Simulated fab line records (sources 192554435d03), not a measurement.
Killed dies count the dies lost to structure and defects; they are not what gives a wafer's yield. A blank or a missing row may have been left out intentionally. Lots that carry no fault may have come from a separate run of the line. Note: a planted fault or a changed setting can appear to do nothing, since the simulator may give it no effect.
Which tool is to blame?	flow n5_finfet	30 wafers from 10 lots sampled at 2 of the route's 1938 steps

## WHAT EACH GAUGE READ, for each wafer
N5_MOL_CONTACT_COAG_CD_MEAS_101: target cd 16 nm.
lot	measured	on	cd_nm (nm)
L168	day 5 04:22	cd_sem-01	15.9 16.1 16.1
L169	day 5 14:24	cd_sem-01	15.8 16.3 15.7
L171	day 6 00:04	cd_sem-01	15.8 16.3 15.8
L172	day 6 05:02	cd_sem-02	16.7 15.9 16.5
L174	day 6 20:13	cd_sem-03	16.8 16.4 16.5
L181	day 8 14:37	cd_sem-01	16.2 16.3 16.2
L183	day 9 00:22	cd_sem-03	15.5 16.3 16.3
L185	day 9 14:13	cd_sem-02	16.0 16.8 16.9
L186	day 9 17:39	cd_sem-03	15.5 16.1 16.1
L191	day 10 21:38	cd_sem-02	16.6 16.5 15.5

## EACH LOT AND THE TOOL THAT RAN IT (in order: tool; ch and the chambers of the sampled wafers; start)
lot	N5_MOL_CONTACT_COAG_VIA_ETCH_117
L168	rie_diel-04 ch 0,1,2, day 5 04:01
L169	rie_diel-06 ch 1,2,3, day 5 13:59
L171	rie_diel-05 ch 0,1,2, day 5 23:43
L172	rie_diel-04 ch 0,1,3, day 6 04:21
L174	rie_diel-05 ch 1,2,3, day 6 19:52
L181	rie_diel-05 ch 0,1,2, day 8 14:16
L183	rie_diel-05 ch 0,2,3, day 8 23:46
L185	rie_diel-05 ch 1,2, day 9 13:52
L186	rie_diel-04 ch 1,2,3, day 9 17:17
L191	rie_diel-05 ch 1,3, day 10 21:16
- N5_MOL_CONTACT_COAG_VIA_ETCH_117: etches SiO2 in C4F6/O2, target depth 40 nm, overetch 8 nm, time 26 s.

## THE ANSWER, worked out from the rows above alone
Rule: what is usual is taken from the lots themselves. Put in order of their means at a reading, lots are off if they are a third of the lots or fewer, leave a main group of 4 or more, and stand apart from it by a gap of 3 or more times the standard deviation of the main group's means; of several such gaps the widest counts. Not used: any main group whose means are identical at the precision the tables above print for the reading. A lot without any number at a reading at which 4 lots or more have one is off too. Where the step has rows for the other lots, those lots are counted as sound.
Across all readings shown, no lot is off: no conclusion can be drawn from this.

## WHAT THE SIMULATOR HAD INSERTED
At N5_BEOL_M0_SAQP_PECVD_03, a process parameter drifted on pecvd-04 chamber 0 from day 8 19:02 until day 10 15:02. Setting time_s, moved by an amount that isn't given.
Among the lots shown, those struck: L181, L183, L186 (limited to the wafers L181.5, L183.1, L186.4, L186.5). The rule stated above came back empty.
